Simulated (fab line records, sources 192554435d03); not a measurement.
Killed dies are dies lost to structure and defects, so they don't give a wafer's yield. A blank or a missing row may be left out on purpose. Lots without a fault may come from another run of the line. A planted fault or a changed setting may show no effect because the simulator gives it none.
A struck lot beside a sound one | flow n5_finfet | 41 steps out of a route of 1938
Sound: wafers L406.1, L406.2, L406.3. Struck: wafer L418.4. (L418.3, L418.6 of the same lot were not struck and are left out.) The cause comes at the end.
At each step with rows: each side's tool, then ch and its chambers, then its first start. Under that, the readings that differ: sound wafers | struck wafers | difference of the means | sigmas: that difference in standard deviations of wafers without a fault.
alike: readings whose means differ by less than 2 such deviations, and words and numbers that are the same on both sides. not compared: withheld readings, readings that some wafer has no value for, bounds like >300 that may hide the same value, and numbers for which the record gives no deviation and whose values overlap.
The two part at a step that has a row with sigmas, a row that says differs or no value, or rows on one side only. Numbers that don't overlap but have no deviation are shown without sigmas and don't part them. A reading that every wafer of one side lacks parts them only if that side has two wafers or more.

first, 9 steps without rows for these wafers: N5_BEOL_M4_ANNEAL_95 (time 240 s); N5_BEOL_M4_SPUTTER_96 (material Cu, target thk 4.5 nm, time 8.29 s); N5_BEOL_M4_ECD_50 (material Cu, target thk 300 nm); N5_BEOL_M4_ANNEAL_51 (time 90 s); N5_BEOL_M4_CMP_52 (polishes, stops on SiOC, t overpolish 6.8 s, target thk 40 nm); N5_BEOL_M4_PRE_CLEAN_60 (time 15 s); N5_BEOL_M4_CO_CAP_55 (material Co, precursor CCTBA/H2, target thk 2 nm, time 102.1 s); N5_BEOL_M4_PRE_CLEAN_56 (time 15 s); N5_BEOL_M4_DEP_57 (deposits SiCN from 3MS/NH3, target thk 8 nm, time 14 s).
N5_BEOL_M4_RC_MEAS_101:
  sound on prober-01 ch 0, day 8 01:35; struck on prober-01 ch 0, day 10 21:02
  reading   | sound             | struck | difference | sigmas
  VT_N (mV) | 251.2 251.4 250.9 | 246.3  | -4.9       | -2
  alike: DIBL_N, DIBL_P, IOFF_N, IOFF_P, ION_N, ION_P, SS_N, SS_P, VT_P
then, 24 steps without rows for these wafers: N5_BEOL_M5_ILD_DEP_00 (deposits SiCOH lowk from DEMS/porogen, target thk 140.64 nm, time 25.9 s); N5_BEOL_M5_CURE_79 (cures SiCOH lowk, time 240 s); N5_BEOL_M5_PECVD_70 (deposits SiO2 from TEOS/O2, target thk 16 nm, time 18 s); N5_BEOL_M5_HM_DEP_02 (deposits TiN, target thk 20 nm); N5_BEOL_M5_COAT_59 (time 60 s, resist thk 60 nm); N5_BEOL_M5_COAT_60 (time 60 s, resist thk 12 nm); N5_BEOL_M5_COAT_71 (time 60 s, resist thk 5 nm); N5_BEOL_M5_COAT_05 (resist thk 30 nm); N5_BEOL_M5_EBR_07; N5_BEOL_M5_SOFTBAKE_06 (time 60 s); N5_BEOL_M5_EXPOSE_08 (exposes mask M5, target cd 28 nm); N5_BEOL_M5_PEB_09 (peb time 60 s); N5_BEOL_M5_DEVELOP_10 (develop time 30 s); N5_BEOL_M5_DESCUM_16 (chemistry O2, time 7 s); N5_BEOL_M5_ETCH_72 (etches underlayer in N2/H2, target depth 6.5 nm, time 5.2 s); N5_BEOL_M5_ETCH_61 (etches SiARC in CF4, target depth 15.6 nm, time 26 s); N5_BEOL_M5_ETCH_62 (etches SOC in N2/H2, target depth 75 nm, overetch 15 nm, time 112.5 s); N5_BEOL_M5_STRIP_63 (strips in N2/H2); N5_BEOL_M5_STRIP_73 (strips in N2/H2); N5_BEOL_M5_STRIP_64 (strips in CF4); N5_BEOL_M5_HM_OPEN_17 (chemistry Cl2/BCl3, target TiN, target depth 20 nm, overetch 6 nm); N5_BEOL_M5_STRIP_19 (strips in O2); N5_BEOL_M5_COAT_65 (time 60 s, resist thk 60 nm); N5_BEOL_M5_COAT_66 (time 60 s, resist thk 12 nm).
-- the record jumps here: 3 days lie between the struck wafers' starts before and after (it left off in module BEOL_M5 and takes up again in module BEOL_M13, whose first step shown is number 1696 of the route) --
N5_BEOL_M13_TRENCH_ETCH_34: etches SiOC in C4F8/O2/Ar, target depth 413.47 nm, time 162.6 s.
  sound on rie_diel-05 ch 0,1,3, day 11 04:02; struck on rie_diel-05 ch 3, day 13 23:35
  reading                  | sound             | struck | difference | sigmas
  he_inner_torr (Torr)     | 15.05 15.04 15.07 | 14.95  | -0.10      | -3
  oes_product_au (a.u.)    | 0.73 0.71 0.84    | 0.48   | -0.28      | -3
  rf_hours_counter_h (h)   | 192 215 74        | 234    | +74        |
  model.etch.depth_nm (nm) | 414.6 410.1 417.3 | 205.2  | -208.8     |
  alike: drypump_motor_current_A, he_outer_torr, rf_vpp_V, showerhead_plenum_p_Torr, throttle_valve_pct
N5_BEOL_M13_OCD_MEAS_35:
  sound on ocd-01, day 11 04:13; struck on ocd-02, day 13 23:46
  reading              | sound       | struck | difference | sigmas
  trench_depth_nm (nm) | 414 410 417 | 206    | -208       | -44
N5_BEOL_M13_CMP_49: polishes, stops on SiOC, t overpolish 17.1 s, target thk 420 nm.
  sound on cmp-02 ch 0,2,3, day 11 10:47; struck on cmp-04 ch 0, day 14 02:51
  reading                                 | sound           | struck | difference | sigmas
  pad_life_wafers                         | 36 39 37        | 1884   | +1847      | +3
  model.Cu_of_BEOL_M13_ECD_47.thk_nm (nm) | 421 417.4 425.2 | 211.4  | -209.8     |
  alike: barrier_field_endpoint_s, motor_current_A, overpolish_run_s
N5_BEOL_M13_THK_MEAS_50: measures by xrf.
  sound on film_metro-01, day 11 11:04; struck on film_metro-01, day 14 03:09
  reading      | sound       | struck | difference | sigmas
  M13_THK (nm) | 415 414 418 | 210    | -206       | -34
N5_BEOL_M13_RS_MEAS_54: measures by four-point-probe.
  sound on film_metro-02, day 11 11:12; struck on film_metro-01, day 14 03:17
  reading         | sound                | struck | difference | sigmas
  M13_RS (ohm/sq) | 0.0448 0.0453 0.0445 | 0.0925 | +0.0476    | +88
N5_BEOL_M15_RC_MEAS_101:
  sound on prober-01 ch 0, day 11 23:32; struck on prober-01 ch 0, day 14 13:29
  reading                    | sound             | struck | difference | sigmas
  SERP_M13 (ohm/um)          | 0.307 0.312 0.302 | 0.656  | +0.349     | +70
  SERP_M13_max_site (ohm/um) | 0.312 0.314 0.304 | 0.663  | +0.353     | +68
  SERP_M8 (ohm/um)           | 14.6 14.4 14.3    | 13.5   | -0.9       | -2
  alike: COMB_M10, COMB_M11, COMB_M11_max_site, COMB_M12, COMB_M14, COMB_M15, COMB_M5, COMB_M6, COMB_M7, COMB_M8, COMB_M9, COMB_M9_max_site, SERP_M10, SERP_M11, SERP_M11_max_site, SERP_M12, SERP_M14, SERP_M5, SERP_M6, SERP_M7, SERP_M9
N5_PASSIVATION_PROBE_49:
  sound on prober-01, day 12 12:38; struck on prober-01, day 15 05:58
  reading                  | sound          | struck | difference | sigmas
  defect_limited_yield (%) | 93.4 92.9 93.3 | 81.3   | -11.9      | -9
  killed_at_M4_up          | 13 10 8        | 134    | +124       | +24
  killed_dies              | 78 84 79       | 221    | +141       | +9
  killed_on_rim            | 6 8 10         | 33     | +25        | +7
  sort_bin_8_speed (%)     | 0 0 0          | 10.42  | +10.42     |
  sort_n_pass              | 1102 1096 1101 | 959    | -141       | -9
  alike: killed_at_M0_to_M3, killed_at_contacts, killed_at_front_end, killed_at_other, killed_open, killed_short, sort_bin_5_function, sort_bin_6_memory

WHERE THEY PART
First at N5_BEOL_M4_RC_MEAS_101; last, within this record, at N5_PASSIVATION_PROBE_49.

WHY: what the simulator had put in
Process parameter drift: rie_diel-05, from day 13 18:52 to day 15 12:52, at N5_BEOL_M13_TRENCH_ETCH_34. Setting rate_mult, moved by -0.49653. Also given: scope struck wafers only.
